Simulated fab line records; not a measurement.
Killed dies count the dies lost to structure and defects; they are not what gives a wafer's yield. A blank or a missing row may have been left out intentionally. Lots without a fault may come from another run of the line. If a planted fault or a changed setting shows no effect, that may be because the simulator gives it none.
Chamber matching :: flow nandHarc :: NHARC_P_BONDPAD_CMP_19 on cmp-04 has 4 sister chambers
The step polishes, t overpolish 30 s, cu recess touch 16 s, target thk 160.81 nm. 4 wafers are shown with their chamber, then 8 later ones without.

WAFERS PAIRED WITH THEIR CHAMBERS
wafer: L076.3
chamber: 0
motorCurrentA (A): 13.1

wafer: L081.5
chamber: 1
motorCurrentA (A): 12.4

wafer: L087.6
chamber: 2
motorCurrentA (A): 12.7

wafer: L088.4
chamber: 3
motorCurrentA (A): 10.7

WAFERS WITH NO CHAMBER GIVEN
wafer: L088.5
motorCurrentA (A): 13.2

wafer: L088.6
motorCurrentA (A): 12.7

wafer: L094.2
motorCurrentA (A): 12.4

wafer: L094.3
motorCurrentA (A): 13.0

wafer: L094.4
motorCurrentA (A): 12.4

wafer: L096.1
motorCurrentA (A): 12.7

wafer: L096.4
motorCurrentA (A): 11.4

wafer: L096.6
motorCurrentA (A): 11.8

CHAMBER TAKEN BY EACH
wafer: L088.5
from the rows above: can't be placed: 0 or 2
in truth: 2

wafer: L088.6
from the rows above: can't be placed: 2 or 1 or 0
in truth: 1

wafer: L094.2
from the rows above: can't be placed: 1 or 2
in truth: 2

wafer: L094.3
from the rows above: can't be placed: 0 or 2 or 1
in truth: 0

wafer: L094.4
from the rows above: can't be placed: 1 or 2
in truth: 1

wafer: L096.1
from the rows above: can't be placed: 2 or 1 or 0
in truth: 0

wafer: L096.4
from the rows above: can't be placed: 3 or 1 or 2
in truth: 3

wafer: L096.6
from the rows above: can't be placed: 1 or 2 or 3
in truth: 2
Correctly placed: 0 of 8. These rows do not allow placing 8 (true chamber among the candidates in 8). Wrongly placed: 0.
How it was worked out, from the rows above alone: a wafer's distance from a chamber is the root of the sum, over the readings, of the square of ((its reading less the chamber's mean) divided by the reading's scatter). The wafer belongs to the nearest chamber; if the next one is less than 2 further off, it can't be placed. For every chamber, the mean is computed from those of its wafers that are shown. The scatter (one wafer shown for each chamber): square how far every hidden wafer sits from the nearest shown wafer, average those squares and take the square root.
